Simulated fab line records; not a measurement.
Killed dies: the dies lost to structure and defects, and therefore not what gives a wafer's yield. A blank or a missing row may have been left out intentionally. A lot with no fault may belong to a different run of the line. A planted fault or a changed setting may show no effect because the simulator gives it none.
What tool caused it? ; flow n5Finfet ; 10 lots, 28 wafers sampled, at 5 steps of a route of 1938

== WHAT THE GAUGES SHOWED, per wafer ==
N5_HKMG_FIN_OVL_MEAS_13.
lot;measured;on;NWFM_OVL (nm)
L189;day 4 09:10;overlay-01;0.3 0.1 0.7
L190;day 4 13:01;overlay-02;-0.4 -0.4 -0.9
L191;day 4 18:09;overlay-01;0.5 0.2 1.5
L192;day 4 22:59;overlay-01;0.2 0.4 0.0
L195;day 5 19:50;overlay-01;0.3 0.1 -0.2
L197;day 6 07:47;overlay-01;-0.4 -0.7 -0.8
L198;day 6 17:35;overlay-02;0.6 0.6
L201;day 7 10:11;overlay-01;-0.2 -0.2 0.9
L206;day 8 13:04;overlay-02;0.5 -0.5 -0.6
L209;day 9 02:45;overlay-01;0.2 -0.8

N5_HKMG_FIN_INSPECT_14: inspects for defects (macro).
lot;measured;on;rawDefectCount
L189;day 4 09:12;defectInspect-02;0 0 5
L190;day 4 13:03;defectInspect-01;2 4 2
L191;day 4 18:11;defectInspect-01;4 2 5
L192;day 4 23:01;defectInspect-01;0 3 0
L195;day 5 19:52;defectInspect-02;2 4 2
L197;day 6 07:49;defectInspect-01;4 1 0
L198;day 6 17:37;defectInspect-01;4 2
L201;day 7 10:13;defectInspect-02;1 0 2
L206;day 8 13:05;defectInspect-01;1 3 4
L209;day 9 02:46;defectInspect-02;2 1

N5_BEOL_M4_RC_MEAS_101.
lot;measured;on;DIBL_N (mV/V);DIBL_P (mV/V);IOFF_N (nA/um);IOFF_P (nA/um);ION_N (uA/um);ION_P (uA/um);SS_N (mV/dec);SS_P (mV/dec);VT_N (mV);VT_P (mV)
L189;day 7 14:54;prober-01;37.0 35.4 37.2;37.6 34.6 38.3;0.149 0.118 0.144;0.21 0.17 0.22;664 654 664;462 457 461;71.6 71.8 71.6;73.3 72.9 73.2;249 255 252;-251 -254 -251
L190;day 8 06:20;prober-01;36.9 36.2 36.3;35.9 35.2 34.8;0.156 0.148 0.152;0.20 0.19 0.18;667 675 658;456 457 453;71.5 71.4 71.5;72.8 73.0 72.6;250 251 253;-250 -252 -252
L191;day 8 08:42;prober-02;33.6 35.6 36.6;32.4 35.8 36.9;0.118 0.147 0.173;0.18 0.22 0.24;668 680 691;461 471 471;71.4 72.0 72.1;72.6 73.4 73.4;257 251 248;-248 -249 -249
L192;day 8 09:32;prober-01;37.8 35.9 36.7;37.3 34.2 36.4;0.161 0.137 0.148;0.24 0.19 0.22;666 672 654;464 462 454;71.8 72.3 71.5;73.8 72.5 73.3;249 250 253;-246 -249 -247
L195;day 9 07:42;prober-02;38.1 36.5 37.6;37.4 35.2 35.9;0.169 0.151 0.170;0.23 0.20 0.20;670 679 669;461 469 458;72.0 71.3 71.9;73.6 73.0 73.2;250 249 247;-250 -250 -251
L197;day 10 03:05;prober-02;37.8 37.4 36.2;38.2 37.0 36.6;0.171 0.156 0.140;0.24 0.21 0.21;679 670 657;470 456 465;72.0 71.8 71.6;74.1 73.5 73.0;250 254 249;-249 -249 -250
L198;day 10 04:53;prober-02;37.8 36.9;37.7 36.1;0.172 0.151;0.25 0.23;677 676;474 466;71.8 71.4;73.7 73.1;247 249;-246 -247
L201;day 11 05:29;prober-01;33.0 36.2 33.8;32.4 35.5 33.0;0.104 0.145 0.109;0.15 0.18 0.15;660 664 668;446 456 453;70.9 71.4 71.1;72.5 73.0 72.2;255 252 256;-254 -253 -254
L206;day 12 05:31;prober-01;35.6 36.9 36.6;37.1 37.5 37.7;0.150 0.166 0.169;0.19 0.19 0.20;663 676 675;457 460 457;71.3 72.4 72.3;73.5 73.6 73.7;253 248 251;-254 -254 -254
L209;day 12 17:18;prober-01;37.1 36.9;36.9 37.2;0.181 0.188;0.26 0.28;688 692;476 481;72.1 71.4;73.8 73.1;245 247;-245 -241

== WHICH TOOL RAN EACH LOT (tool, then ch and the chambers of the sampled wafers, then the start) ==
lot;N5_HKMG_FIN_ALD_71;N5_HKMG_FIN_ETCH_67
L189;aldMetal-03 ch 1,2,3, day 4 11:23;rieDiel-02 ch 0,1, day 4 11:50
L190;aldMetal-04 ch 0,1,3, day 4 15:16;rieDiel-01 ch 0,1,2, day 4 15:39
L191;aldMetal-01 ch 0,1,3, day 4 20:18;rieDiel-02 ch 0,1, day 4 20:38
L192;aldMetal-04 ch 1,2, day 5 01:11;rieDiel-01 ch 0,1,2, day 5 01:31
L195;aldMetal-04 ch 2,3, day 5 22:08;rieDiel-01 ch 0,1, day 5 22:34
L197;aldMetal-03 ch 0,2, day 6 11:04;rieDiel-01 ch 0,1,2, day 6 11:29
L198;aldMetal-01 ch 0, day 6 19:42;rieDiel-02 ch 1, day 6 20:07
L201;aldMetal-04 ch 1,2,3, day 7 12:28;rieDiel-02 ch 0,1,2, day 7 12:53
L206;aldMetal-01 ch 0,1, day 8 15:12;rieDiel-01 ch 2,3, day 8 15:32
L209;aldMetal-04 ch 0,3, day 9 05:10;rieDiel-02 ch 1,2, day 9 05:31
- N5_HKMG_FIN_ALD_71: deposits TiN, target thk 1 nm, pulse time 1 s, purge time 3 s.
- N5_HKMG_FIN_ETCH_67: etches SOC in N2/H2, stops on TiN, target depth 388.9 nm.

== WHAT THE TOOLS THEMSELVES READ (means of the sampled wafers that have a number; where no wafer has one, the mark that the record gives instead) ==
N5_HKMG_FIN_ALD_71.
lot;tool;heaterPowerOuterW (W);heaterPowerW (W);precursorPulseHeightRel
L189;aldMetal-03;603;936;0.989
L190;aldMetal-04;537;885;0.987
L191;aldMetal-01;497;852;1.000
L192;aldMetal-04;607;992;1.011
L195;aldMetal-04;541;919;1.003
L197;aldMetal-03;584;932;0.993
L198;aldMetal-01;501;839;0.998
L201;aldMetal-04;540;917;0.991
L206;aldMetal-01;495;831;0.999
L209;aldMetal-04;546;954;1.003

N5_HKMG_FIN_ETCH_67.
lot;tool;drypumpMotorCurrentA (A);oesProductAu (a.u.);rfVppV (V);showerheadPlenumPTorr (Torr);throttleValvePct (%)
L189;rieDiel-02;5.7;0.91;241.1;2.61;17.44
L190;rieDiel-01;5.9;0.72;238.9;2.49;17.91
L191;rieDiel-02;5.7;0.90;241.2;2.60;17.44
L192;rieDiel-01;5.9;0.72;240.3;2.49;17.91
L195;rieDiel-01;5.8;0.72;240.9;2.46;17.97
L197;rieDiel-01;5.9;0.71;239.0;2.48;17.94
L198;rieDiel-02;5.6;0.85;240.8;2.58;17.45
L201;rieDiel-02;5.7;0.84;241.0;2.63;17.58
L206;rieDiel-01;5.9;0.88;241.2;2.48;17.65
L209;rieDiel-02;5.7;0.81;242.4;2.63;17.62

== THE ANSWER, worked out from the rows above alone ==
Rule: the lots themselves supply what counts as usual. The widest of any qualifying gaps counts: lots, ordered by their means at a reading, are off when they make up no more than a third of the lots, leave a main group of 4 or more, and stand apart from it by 3 or more times the standard deviation of that group's means. A main group whose means are all the same, to the digits that the tables above print for the reading, isn't used. A lot without any number at a reading at which 4 lots or more have one is off too. Any other lot the step has rows for is counted as sound. The gauges are gone through in route order, then the tools' own readings, and for those a lot's mean is taken as printed above. At the first step where some lot is off, the reading lying furthest off is the one used; lots without a number count as furthest.
Nothing can be told from this: no lot is off at any reading shown.

== WHAT THE SIMULATOR HAD PUT IN ==
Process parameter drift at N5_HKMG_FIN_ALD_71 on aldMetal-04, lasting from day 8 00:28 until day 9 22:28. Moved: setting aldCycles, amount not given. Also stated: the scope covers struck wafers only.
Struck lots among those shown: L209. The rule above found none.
